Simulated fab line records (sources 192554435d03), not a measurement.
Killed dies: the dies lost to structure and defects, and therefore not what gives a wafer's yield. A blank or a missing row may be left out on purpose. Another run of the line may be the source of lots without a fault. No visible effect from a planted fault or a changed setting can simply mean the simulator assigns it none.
Problem report in the 8D (eight disciplines) form, filled by code | flow n5Finfet | the parts of the form that need people (team, actions taken, sign-off) are left out

== 1. THE PROBLEM ==
Wafers without a fault read 59.3 nm, standard deviation 1.2; thkNm at N5_SD_EPI_N_EPI_MEAS_23 reads a mean of 75.1 nm on 2 wafers belonging to 2 lots. That puts it +13 standard deviations away from the usual mean.
First observed at day 7 08:41: wafer L764.4, on filmMetro-01. Wafers with a number at this step in the record: 32, from 11 lots. Rule for "out", or "out of limits": more than 4 standard deviations from the usual mean. Any other wafer with a number is counted as sound.

== 2. WHAT IT IS, AND WHAT IT ISN'T ==
question                    | is                         | is not
which readings at this step | thkNm                      | -
which lots                  | L764, L767                 | L747, L749, L751, L753, L756, L757, L759, L769, L770
which wafers of those lots  | L764.4, L767.2             | L764.6, L767.1, L767.3
read on which gauges        | filmMetro-01, filmMetro-02 | -
when                        | from day 7 08:41           | up to then (22 sound wafers); but 8 sound wafers of L767, L769, L770 came after

== 3. SUSPECTS, AND WHAT RULES EACH OUT ==
Counting: if a tool at a process step up to the reading ran every lot that is out, it stays a suspect. Sound lots after the first of them don't rule it out here, since some wafers of a struck lot are sound.
- ruled out: the gauge at N5_SD_EPI_N_EPI_MEAS_23. The wafers that are out were read on 2 gauges (filmMetro-01, filmMetro-02).
- plasmaAsher-02 at N5_SD_EPI_N_STRIP_38 (strips in N2/H2): kept. Every lot that is out went through it, the first being L764 (day 7 06:05); the last sound lot it ran before that was L757 (day 5 15:55).
- epiRpcvd-01 at N5_SD_EPI_N_EPI_21 (deposits Si:P, time 690 s): kept. Every lot that is out went through it, the first being L764 (day 7 07:47); the last sound lot it ran before that was L759 (day 6 09:36).
After counting, plasmaAsher-02 at N5_SD_EPI_N_STRIP_38 and epiRpcvd-01 at N5_SD_EPI_N_EPI_21 remain.

== 4. THE CAUSE (what the simulator had put in) ==
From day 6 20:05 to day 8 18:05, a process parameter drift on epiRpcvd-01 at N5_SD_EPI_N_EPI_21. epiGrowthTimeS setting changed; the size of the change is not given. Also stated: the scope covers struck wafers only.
Of the 2 suspects that counting leaves, this tool is one.

== 5. SEQUENCE OF EFFECTS, ordered by route ==
Rows list readings where the struck wafers' mean (over those with a number) sits beyond 3 standard deviations from the usual. Only readings whose record carries a usual standard deviation are examined. hours: median over the lots of the time between each lot's start at the first step of this table that gives one and its start at this step. sigmas: the change, counted in usual standard deviations.
hours | step                    | reading | usual   | on struck wafers | change | sigmas
0     | N5_SD_EPI_N_EPI_MEAS_23 | thkNm   | 59.3 nm | 75.1             | +15.8  | +13

== 6. HOW IT WOULD HAVE BEEN CAUGHT EARLIER ==
In this record the first reading out of limits at a measuring or inspecting step was taken at day 7 08:41, 13 hours after the fault began at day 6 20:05.
L767, from the lots that are out (2), started N5_SD_EPI_N_EPI_21 on epiRpcvd-01 later than day 7 08:41. A hold on the tool at that time would have spared it.
